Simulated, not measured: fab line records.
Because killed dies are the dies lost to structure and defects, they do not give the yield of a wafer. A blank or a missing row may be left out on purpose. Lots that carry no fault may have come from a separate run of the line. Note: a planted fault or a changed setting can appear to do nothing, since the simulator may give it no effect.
A struck lot beside a sound one + flow n5 finfet + 36 steps out of a route of 1938
Sound: wafers L947.3, L947.4, L947.6. Struck: wafer L953.4 (left out: L953.6, a lot-mate that was not struck); the cause follows at the end.
Each step with rows lists, per side, the tool, then ch with its chambers, then its first start. Under that, the readings that differ: sound wafers + struck wafers + difference of the means + sigmas: that difference in standard deviations of wafers without a fault.
alike: readings with means less than 2 such deviations apart, plus words and numbers identical on both sides. not compared: withheld readings, readings lacking a value on some wafer, bounds such as >300 that could conceal the same value, and numbers that have no deviation in the record and whose values overlap.
Wherever a step has rows on one side only, a row that says differs or no value, or a row with sigmas, the two part there. Numbers that have no deviation but don't overlap get no sigmas and don't part them. A reading missing from all wafers of one side parts the sides only when that side holds two or more wafers.

first, 9 steps without rows for these wafers: N5_BEOL_M4_ANNEAL_95 (time 240 s); N5_BEOL_M4_SPUTTER_96 (material Cu, target thk 4.5 nm, time 8.29 s); N5_BEOL_M4_ECD_50 (material Cu, target thk 300 nm); N5_BEOL_M4_ANNEAL_51 (time 90 s); N5_BEOL_M4_CMP_52 (polishes, stops on SiOC, t overpolish 6.8 s, target thk 40 nm); N5_BEOL_M4_PRE_CLEAN_60 (time 15 s); N5_BEOL_M4_CO_CAP_55 (material Co, precursor CCTBA/H2, target thk 2 nm, time 102.1 s); N5_BEOL_M4_PRE_CLEAN_56 (time 15 s); N5_BEOL_M4_DEP_57 (deposits SiCN from 3MS/NH3, target thk 8 nm, time 14 s).
N5_BEOL_M4_RC_MEAS_101:
  sound on prober-02 ch 0, day 10 22:32; struck on prober-01 ch 0, day 12 02:20
  alike: DIBL_N, DIBL_P, IOFF_N, IOFF_P, ION_N, ION_P, SS_N, SS_P, VT_N, VT_P
then, 24 steps without rows for these wafers: N5_BEOL_M5_ILD_DEP_00 (deposits SiCOH lowk from DEMS/porogen, target thk 140.64 nm, time 25.9 s); N5_BEOL_M5_CURE_79 (cures SiCOH lowk, time 240 s); N5_BEOL_M5_PECVD_70 (deposits SiO2 from TEOS/O2, target thk 16 nm, time 18 s); N5_BEOL_M5_HM_DEP_02 (deposits TiN, target thk 20 nm); N5_BEOL_M5_COAT_59 (time 60 s, resist thk 60 nm); N5_BEOL_M5_COAT_60 (time 60 s, resist thk 12 nm); N5_BEOL_M5_COAT_71 (time 60 s, resist thk 5 nm); N5_BEOL_M5_COAT_05 (resist thk 30 nm); N5_BEOL_M5_EBR_07; N5_BEOL_M5_SOFTBAKE_06 (time 60 s); N5_BEOL_M5_EXPOSE_08 (exposes mask M5, target cd 28 nm); N5_BEOL_M5_PEB_09 (peb time 60 s); N5_BEOL_M5_DEVELOP_10 (develop time 30 s); N5_BEOL_M5_DESCUM_16 (chemistry O2, time 7 s); N5_BEOL_M5_ETCH_72 (etches underlayer in N2/H2, target depth 6.5 nm, time 5.2 s); N5_BEOL_M5_ETCH_61 (etches SiARC in CF4, target depth 15.6 nm, time 26 s); N5_BEOL_M5_ETCH_62 (etches SOC in N2/H2, target depth 75 nm, overetch 15 nm, time 112.5 s); N5_BEOL_M5_STRIP_63 (strips in N2/H2); N5_BEOL_M5_STRIP_73 (strips in N2/H2); N5_BEOL_M5_STRIP_64 (strips in CF4); N5_BEOL_M5_HM_OPEN_17 (chemistry Cl2/BCl3, target TiN, target depth 20 nm, overetch 6 nm); N5_BEOL_M5_STRIP_19 (strips in O2); N5_BEOL_M5_COAT_65 (time 60 s, resist thk 60 nm); N5_BEOL_M5_COAT_66 (time 60 s, resist thk 12 nm).
-- record jumps: 4 days separate the struck wafers' starts on either side; left off in module BEOL_M5, taken up again in module PASSIVATION, whose first shown step is the route's number 1936 --
N5_PASSIVATION_SPUTTER_20: material TaN, target thk 50 nm.
  sound: pvd sputter-02 at day 14 21:44; struck: pvd sputter-02 at day 16 05:38
| reading                                         | sound          | struck | difference | sigmas |
|-------------------------------------------------|----------------|--------|------------|--------|
| model.TaN_of_PASSIVATION_SPUTTER_20.thk nm (nm) | 48.8 48.8 49.4 | 77.6   | +28.6      |        |
  alike: chamber pressure pa, throttle valve pct
N5_PASSIVATION_PROBE_49:
  sound: prober-01 at day 15 03:25; struck: prober-01 at day 16 11:39
| reading                  | sound | struck | difference | sigmas      |
|--------------------------|-------|--------|------------|-------------|
| defect limited yield (%) | 91.1  | 0      | -91        | -65         |
| killed_at_M4_up          | 28    | 11     | -17        | -3          |
| killed at other          | 2     | 1097   | +1095      | +99 or more |
| killed dies              | 105   | 1180   | +1075      | +67         |
| killed on rim            | 13    | 152    | +139       | +34         |
| sort n pass              | 1075  | 0      | -1075      | -63         |
| sort yield pct (%)       | 91.1  | 0      | -91        | -61         |
  alike: killed_at_M0_to_M3, killed at contacts, killed at front end, killed open, killed short, sort_bin_5_function, sort_bin_6_memory

== WHERE THEY PART ==
Only at N5_PASSIVATION_PROBE_49, as far as this record shows.

WHY: the cause the simulator had injected
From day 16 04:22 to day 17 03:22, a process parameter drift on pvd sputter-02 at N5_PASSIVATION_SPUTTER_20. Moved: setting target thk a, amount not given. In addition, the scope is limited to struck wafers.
